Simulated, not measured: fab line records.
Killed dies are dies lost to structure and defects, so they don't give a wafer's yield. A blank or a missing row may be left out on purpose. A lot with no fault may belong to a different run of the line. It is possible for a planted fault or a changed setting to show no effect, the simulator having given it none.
Chamber matching    flow n5-finfet    4 sister chambers for N5_BEOL_M6_DESCUM_16 on rie-diel-06
The step chemistry O2, time 7.9 s. 4 wafers are shown with their chamber, then 11 later ones without.

## WAFERS WITH THEIR CHAMBER
wafer   chamber  drypump-motor-current-A (A)
L083.1  0        5.7
L084.3  1        6.5
L084.6  2        5.3
L088.2  3        5.3

## WAFERS WITH NO CHAMBER GIVEN
wafer   drypump-motor-current-A (A)
L088.3  5.4
L088.6  5.3
L092.1  6.5
L092.4  5.4
L092.5  6.5
L087.1  6.5
L087.3  5.4
L087.5  5.4
L093.1  5.4
L093.4  5.3
L093.5  6.5

## EACH ONE'S CHAMBER
wafer   from the rows above      in truth
L088.3  can't be placed: 2 or 3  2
L088.6  can't be placed: 2 or 3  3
L092.1  1                        1
L092.4  can't be placed: 2 or 3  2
L092.5  1                        1
L087.1  1                        1
L087.3  can't be placed: 2 or 3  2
L087.5  can't be placed: 2 or 3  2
L093.1  can't be placed: 2 or 3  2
L093.4  can't be placed: 2 or 3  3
L093.5  1                        1
Correct placement for 4 of the 11. Can't be placed from these rows: 7 (the true chamber is among the candidates in 7). Wrongly placed: 0.
How it was worked out, from the rows above alone: a wafer's distance from a chamber is the root of the sum, over the readings, of the square of ((its reading less the chamber's mean) divided by the reading's scatter). The wafer belongs to the nearest chamber; if the next one is less than 2 further off, it can't be placed. Each chamber's mean is taken over the wafers shown for it. The scatter: with one shown wafer a chamber, the root of the mean of the squares of how far each hidden wafer lies from its nearest shown one.
